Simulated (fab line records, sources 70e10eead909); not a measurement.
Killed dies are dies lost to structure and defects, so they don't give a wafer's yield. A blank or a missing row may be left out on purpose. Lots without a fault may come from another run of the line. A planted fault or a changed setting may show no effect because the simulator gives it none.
Chamber matching | flow nand_harc | NHARC_A_CONTACT_ETCH_48 on rie_diel-08: 4 sister chambers
The step etches the open film in CF4, target depth 39 nm, time 65 s. 8 wafers are shown with their chamber, then 8 later ones without.

WAFERS WITH THEIR CHAMBER
wafer  | chamber | showerhead_plenum_p_Torr (Torr) | rf_vpp_V (V)
L760.5 | 3       | 1.85                            | 153.4
L761.2 | 3       | 1.84                            | 151.6
L762.4 | 0       | 1.82                            | 150.8
L765.1 | 2       | 1.85                            | 153.0
L765.3 | 0       | 1.82                            | 150.5
L765.4 | 1       | 1.70                            | 151.4
L768.2 | 1       | 1.70                            | 151.1
L768.5 | 2       | 1.85                            | 153.3

WAFERS WITHOUT THEIR CHAMBER
wafer  | showerhead_plenum_p_Torr (Torr) | rf_vpp_V (V)
L768.6 | 1.84                            | 151.3
L770.3 | 1.84                            | 152.7
L770.4 | 1.82                            | 150.3
L770.6 | 1.70                            | 149.8
L771.2 | 1.82                            | 151.3
L771.5 | 1.70                            | 150.7
L771.6 | 1.84                            | 153.9
L774.3 | 1.84                            | 151.3

WHICH CHAMBER EACH WENT THROUGH
wafer  | from the rows above     | in truth
L768.6 | can't be placed: 3 or 2 | 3
L770.3 | can't be placed: 3 or 2 | 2
L770.4 | 0                       | 0
L770.6 | 1                       | 1
L771.2 | 0                       | 0
L771.5 | 1                       | 1
L771.6 | can't be placed: 3 or 2 | 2
L774.3 | can't be placed: 3 or 2 | 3
Placed correctly: 4 of 8. Can't be placed from these rows: 4 (the true chamber is among the candidates in 4). Placed wrongly: 0.
How it was worked out, from the rows above alone: a wafer's distance from a chamber is the root of the sum, over the readings, of the square of ((its reading less the chamber's mean) divided by the reading's scatter). The wafer belongs to the nearest chamber; if the next one is less than 2 further off, it can't be placed. A chamber's mean is the mean of its shown wafers. The scatter: the root of (the sum of the squares of (reading less its chamber's mean) over the shown wafers, divided by (wafers less chambers)).
